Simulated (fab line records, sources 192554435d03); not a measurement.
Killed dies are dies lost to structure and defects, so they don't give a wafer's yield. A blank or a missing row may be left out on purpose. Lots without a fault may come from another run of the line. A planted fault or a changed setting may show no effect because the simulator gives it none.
Chamber matching | flow n5_finfet | N5_BEOL_M7_CURE_75 on uv_cure-03: 3 sister chambers
The step cures SiCOH lowk, time 120 s. 6 wafers are shown with their chamber, then 10 later ones without.

WAFERS WITH THEIR CHAMBER
wafer  | chamber | wafer_temp_C_max | lamp_power_pct (%)
L078.5 | 1       | 371.2            | 52.24
L078.6 | 1       | 371.3            | 52.41
L092.2 | 2       | 371.6            | 52.38
L092.3 | 2       | 371.9            | 52.24
L093.2 | 0       | 371.1            | 52.31
L093.3 | 0       | 371.0            | 52.33

WAFERS WITHOUT THEIR CHAMBER
wafer  | wafer_temp_C_max | lamp_power_pct (%)
L093.4 | 370.8            | 52.30
L097.2 | 371.0            | 52.29
L097.4 | 371.4            | 52.36
L097.5 | 371.6            | 52.38
L096.1 | 371.2            | 52.32
L096.2 | 371.2            | 52.30
L096.4 | 371.7            | 52.29
L095.2 | 371.1            | 52.33
L095.3 | 371.8            | 52.38
L095.4 | 371.6            | 52.35

WHICH CHAMBER EACH WENT THROUGH
wafer  | from the rows above          | in truth
L093.4 | can't be placed: 0 or 1      | 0
L097.2 | can't be placed: 0 or 1      | 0
L097.4 | can't be placed: 1 or 0 or 2 | 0
L097.5 | can't be placed: 2 or 1      | 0
L096.1 | can't be placed: 1 or 0      | 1
L096.2 | can't be placed: 1 or 0      | 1
L096.4 | 2                            | 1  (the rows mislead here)
L095.2 | can't be placed: 0 or 1      | 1
L095.3 | 2                            | 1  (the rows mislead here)
L095.4 | can't be placed: 2 or 1      | 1
Placed correctly: 0 of 10. Can't be placed from these rows: 8 (the true chamber is among the candidates in 7). Placed wrongly: 2.
How it was worked out, from the rows above alone: a wafer's distance from a chamber is the root of the sum, over the readings, of the square of ((its reading less the chamber's mean) divided by the reading's scatter). The wafer belongs to the nearest chamber; if the next one is less than 2 further off, it can't be placed. A chamber's mean is the mean of its shown wafers. The scatter: the root of (the sum of the squares of (reading less its chamber's mean) over the shown wafers, divided by (wafers less chambers)).
